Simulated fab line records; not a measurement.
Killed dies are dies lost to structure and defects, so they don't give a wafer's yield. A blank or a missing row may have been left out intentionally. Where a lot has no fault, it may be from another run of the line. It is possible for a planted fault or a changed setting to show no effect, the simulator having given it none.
Problem report in the 8D (eight disciplines) form, filled by code | flow nand harc | the parts of the form that need people (team, actions taken, sign-off) are left out

1. PROBLEM STATEMENT
Wafers without a fault read 200.8 W, standard deviation 1.3; heater power total W at NHARC_P_BONDPAD_SOFTBAKE_04 reads a mean of 232.2 W on 3 wafers belonging to 2 lots. That is +24 standard deviations from the usual mean.
The step: time 70 s.
First seen on wafer L569.6, day 14 05:00, on litho track-05. Wafers with a number at this step in the record: 39, from 13 lots. By rule, "out" or "out of limits" means more than 4 standard deviations away from the usual mean. The other wafers with a number count as sound.

2. WHAT IT IS, AND WHAT IT ISN'T
question                    | is                     | is not
which readings at this step | heater power total W   | exhaust pa
which lots                  | L569, L571             | L554, L555, L556, L557, L558, L559, L560, L562, L563, L570, L574
which wafers of those lots  | L569.6, L571.4, L571.6 | L569.2, L569.3, L571.3
read on which tools         | litho track-05         | litho track-02, litho track-07
when                        | from day 14 05:00      | up to then (29 sound wafers); but 7 sound wafers of L570, L571, L574 came after

3. THE SUSPECTS, EACH WITH WHAT RULES IT OUT
Counting: if a tool at a process step up to the reading ran every lot that is out, it stays a suspect. Sound lots after the first of them don't rule it out here, since some wafers of a struck lot are sound.
- pecvd-03 at NHARC_P_M2_DEP_33 (deposits SiCN, target thk 30 nm): kept. Every lot that is out went through it, the first being L569 (day 14 04:13); the last sound lot it ran before that was L562 (day 11 12:39).
- litho track-05 at NHARC_P_BONDPAD_SOFTBAKE_04 (time 70 s): kept. Every lot that is out went through it, the first being L569 (day 14 05:00); the last sound lot it ran before that was L563 (day 11 14:00). Its own readings are out on those wafers: heater power total W.
After counting, pecvd-03 at NHARC_P_M2_DEP_33 and litho track-05 at NHARC_P_BONDPAD_SOFTBAKE_04 remain.

4. THE CAUSE (what the simulator had put in)
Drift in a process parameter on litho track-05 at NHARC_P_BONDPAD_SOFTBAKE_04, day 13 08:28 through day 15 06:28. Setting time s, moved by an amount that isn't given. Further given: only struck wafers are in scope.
Counting leaves 2 suspects; this tool is one of them.

5. SEQUENCE OF EFFECTS, ordered by route
Each row: a reading whose mean over the struck wafers that have a number lies more than 3 standard deviations from the usual. Only readings for which the record gives a usual standard deviation are gone through. hours: the time from each lot's start at the first step in this table that gives one to its start at this step, as a median over the lots. sigmas: the change in usual standard deviations.
hours | step                        | reading              | usual   | on struck wafers | change | sigmas
0     | NHARC_P_BONDPAD_SOFTBAKE_04 | heater power total W | 200.8 W | 232.2            | +31.4  | +24
The process steps in it:
- NHARC_P_BONDPAD_SOFTBAKE_04: time 70 s.
Later steps that measure or inspect, where all struck wafers having a row at the step show a number for every such reading and not one has moved that far: NHARC_P_BONDPAD_CD_MEAS_09.

6. WHAT WOULD HAVE CAUGHT IT SOONER
The fault began at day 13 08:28; the first out-of-limits reading in this record came at day 14 05:00, 21 hours later.
